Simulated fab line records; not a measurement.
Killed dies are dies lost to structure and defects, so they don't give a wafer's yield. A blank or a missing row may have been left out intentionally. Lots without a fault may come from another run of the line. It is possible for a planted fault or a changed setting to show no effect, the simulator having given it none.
A lot that was struck, set against a sound lot || flow n5-finfet || 16 steps out of a route of 1938
Sound: wafers L600.1, L600.4, L600.5. Wafers L617.2, L617.5, L617.6 were the ones struck. The cause is named last.
At each step with rows: each side's tool, then ch and its chambers, then its first start. Under that, the readings that differ: sound wafers || struck wafers || difference of the means || sigmas: that difference in standard deviations of wafers without a fault.
alike: readings whose means differ by less than 2 such deviations, and words and numbers that are the same on both sides. not compared: withheld readings, readings that some wafer has no value for, bounds like >300 that may hide the same value, and numbers for which the record gives no deviation and whose values overlap.
Wherever a step has rows on one side only, a row that says differs or no value, or a row with sigmas, the two part there. Numbers that don't overlap but have no deviation are shown without sigmas and don't part them. Lack of a reading on every wafer of one side parts them only where that side has two or more wafers.

first, 1 step without rows for these wafers: N5_BEOL_M1_DEVELOP_27 (develop time 30 s).
N5_BEOL_M1_CD_MEAS_28: target cd y 23.3 nm.
  sound on cd-sem-01 ch 0, day 6 07:20; struck on cd-sem-02 ch 0, day 10 10:52
  alike: cd-nm
N5_BEOL_M1_OVL_MEAS_29:
  sound on overlay-01 ch 0, day 6 07:22; struck on overlay-02 ch 0, day 10 10:55
  alike: V0_OVL
N5_BEOL_M1_INSPECT_30: inspects for defects (brightfield).
  sound: defect-inspect-02 at day 6 07:25; struck: defect-inspect-02 at day 10 10:58
  alike: raw-defect-count
N5_BEOL_M1_DESCUM_33: chemistry O2, time 7 s.
  sound on rie-diel-05 ch 1,3, day 6 07:27; struck on rie-diel-02 ch 2,3, day 10 10:59
  alike: drypump-motor-current-A, o2-flow-sccm, oes-product-au, rf-vpp-V, showerhead-plenum-p-Torr, throttle-valve-pct
  not compared: rf-hours-counter-h
N5_BEOL_M1_ETCH_77: etches underlayer in N2/H2, target depth 6.5 nm, time 5.2 s.
  sound on rie-diel-05 ch 1,3, day 6 07:29; struck on rie-diel-02 ch 2,3, day 10 11:02
  alike: drypump-motor-current-A, etch-rf-on-time-s, oes-product-au, rf-vpp-V, showerhead-plenum-p-Torr, throttle-valve-pct
  not compared: rf-hours-counter-h
N5_BEOL_M1_ETCH_69: etches SiARC in CF4, target depth 15.6 nm, time 26 s.
  sound on rie-diel-05 ch 1,3, day 6 07:31; struck on rie-diel-02 ch 2,3, day 10 11:03
  alike: drypump-motor-current-A, etch-rf-on-time-s, oes-product-au, rf-vpp-V, showerhead-plenum-p-Torr, throttle-valve-pct
  not compared: rf-hours-counter-h
N5_BEOL_M1_ALD_98: deposits SiO2, target thk 2.5 nm, pulse time 1 s, co reactant pulse time 1 s.
  sound on ald-sin-04 ch 2,3, day 6 07:35; struck on ald-sin-01 ch 0,1,3, day 10 11:08
  alike: heater-power-w, precursor-pulse-height-rel
  not compared: since-wet-clean-h
then, 1 step without rows for these wafers: N5_BEOL_M1_ETCHBACK_99 (etches SiO2 in CHF3, target depth 5 nm, time 10.4 s).
N5_BEOL_M1_ETCH_70: etches SOC in N2/H2, target depth 80 nm, overetch 16 nm, time 120 s.
  sound on rie-diel-02 ch 2,3, day 6 07:44; struck on rie-diel-02 ch 0,1,2, day 10 13:14
  alike: drypump-motor-current-A, oes-product-au, rf-vpp-V, run-length-s, showerhead-plenum-p-Torr, throttle-valve-pct
  not compared: rf-hours-counter-h
then, 2 steps without rows for these wafers: N5_BEOL_M1_STRIP_71 (strips in N2/H2); N5_BEOL_M1_STRIP_78 (strips in N2/H2).
N5_BEOL_M1_VIA_ETCH_34: etches the open film in C4F6/O2, target depth 67.8 nm, time 64.4 s.
  sound on rie-diel-02 ch 2,3, day 6 07:50; struck on rie-diel-02 ch 0,1,2, day 10 13:21
{"reading": "run-length-s (s)", "sound": "87.9 87.8 87.7", "struck": "78.6 78.0 78.6", "difference": -9.4, "sigmas": -22}
{"reading": "model.etch.depth-nm (nm)", "sound": "65.99 66.49 66.49", "struck": "57.11 60.81 57.8", "difference": -7.75, "sigmas": ""}
{"reading": "model.SOC_of_BEOL_M1_COAT_67.thk-nm (nm)", "sound": "52.4 52.4 52.2", "struck": "53 52.6 52.8", "difference": "+0", "sigmas": ""}
  alike: O2_flow_sccm, drypump-motor-current-A, oes-product-au, rf-vpp-V, showerhead-plenum-p-Torr, throttle-valve-pct
  not compared: rf-hours-counter-h
then, 1 step without rows for these wafers: N5_BEOL_M1_STRIP_83 (strips in C4F6/O2).
N5_BEOL_M4_RC_MEAS_101:
  sound on prober-01 ch 0, day 7 21:22; struck on prober-02 ch 0, day 12 10:18
  alike: DIBL_N, DIBL_P, IOFF_N, IOFF_P, ION_N, ION_P, SS_N, SS_P, VT_N, VT_P
after that, 1 step had no rows for these wafers: N5_PASSIVATION_PROBE_49.

WHERE THEY PART
Only at N5_BEOL_M1_VIA_ETCH_34, within this record. Later steps at which nothing parts them and some readings are alike: N5_BEOL_M4_RC_MEAS_101.

WHY: the cause the simulator had injected
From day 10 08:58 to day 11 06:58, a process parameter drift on rie-diel-02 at N5_BEOL_M1_VIA_ETCH_34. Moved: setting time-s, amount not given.
